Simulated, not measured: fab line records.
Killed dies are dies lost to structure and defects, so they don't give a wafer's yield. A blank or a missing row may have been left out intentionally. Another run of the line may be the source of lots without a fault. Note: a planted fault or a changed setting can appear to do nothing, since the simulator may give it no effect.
Chamber matching | flow n5-finfet | 4 sister chambers for N5_HKMG_FIN_STRIP_89 on rie-diel-05
The step strips SOC in N2/H2, time 20 s. 18 wafers are shown with their chamber, then 9 later ones without.

## WAFERS PAIRED WITH THEIR CHAMBERS
wafer  | chamber | showerhead-plenum-p-Torr (Torr) | drypump-motor-current-A (A) | throttle-valve-pct (%)
L077.1 | 3       | 3.48                            | 6.6                         | 19.0
L077.4 | 1       | 3.20                            | 5.4                         | 19.7
L077.6 | 3       | 3.48                            | 6.6                         | 19.0
L078.4 | 2       | 3.46                            | 5.8                         | 19.2
L078.5 | 0       | 3.46                            | 6.3                         | 19.6
L078.6 | 1       | 3.20                            | 5.4                         | 19.6
L080.3 | 2       | 3.46                            | 5.8                         | 19.1
L080.4 | 0       | 3.45                            | 6.4                         | 19.7
L080.5 | 0       | 3.45                            | 6.3                         | 19.6
L083.2 | 2       | 3.46                            | 5.8                         | 19.2
L083.3 | 1       | 3.19                            | 5.4                         | 19.7
L083.4 | 2       | 3.46                            | 5.7                         | 19.2
L085.1 | 3       | 3.47                            | 6.6                         | 19.0
L085.2 | 1       | 3.19                            | 5.4                         | 19.7
L085.6 | 0       | 3.45                            | 6.3                         | 19.3
L086.3 | 1       | 3.19                            | 5.4                         | 19.7
L086.5 | 2       | 3.46                            | 5.8                         | 19.2
L086.6 | 1       | 3.19                            | 5.4                         | 19.7

SIGNATURES (averages over the wafers above)
reading                  | chamber 0 | chamber 1 | chamber 2 | chamber 3 | scatter within a chamber
showerhead-plenum-p-Torr | 3.4525    | 3.1933    | 3.4600    | 3.4767    | 0.00443
drypump-motor-current-A  | 6.325     | 5.400     | 5.780     | 6.600     | 0.0333
throttle-valve-pct       | 19.550    | 19.683    | 19.180    | 19.000    | 0.0872
Rule: distance of a wafer from a chamber = root of the sum over the readings of ((wafer's reading minus chamber's mean) / reading's scatter) squared. The wafer belongs to the nearest chamber; if the next one is less than 2 further off, it can't be placed. The scatter: the root of (the sum of the squares of (reading less its chamber's mean) over the shown wafers, divided by (wafers less chambers)).

## WAFERS WITHOUT THEIR CHAMBER
wafer  | showerhead-plenum-p-Torr (Torr) | drypump-motor-current-A (A) | throttle-valve-pct (%)
L089.1 | 3.45                            | 6.3                         | 19.3
L089.2 | 3.47                            | 6.6                         | 19.0
L089.3 | 3.45                            | 5.8                         | 19.2
L090.3 | 3.44                            | 6.3                         | 19.3
L090.5 | 3.45                            | 5.8                         | 19.2
L090.6 | 3.44                            | 6.3                         | 19.3
L096.3 | 3.59                            | 5.4                         | 19.3
L096.4 | 3.44                            | 6.3                         | 19.3
L096.6 | 3.59                            | 5.4                         | 19.3

## EACH ONE'S CHAMBER
wafer  | from the rows above | in truth
L089.1 | 0                   | 0
L089.2 | 3                   | 3
L089.3 | 2                   | 2
L090.3 | 0                   | 0
L090.5 | 2                   | 2
L090.6 | 0                   | 0
L096.3 | 2                   | 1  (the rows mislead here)
L096.4 | 0                   | 0
L096.6 | 2                   | 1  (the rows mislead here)
Correct placement for 7 of the 9. Can't be placed from these rows: 0. Placed wrongly: 2.
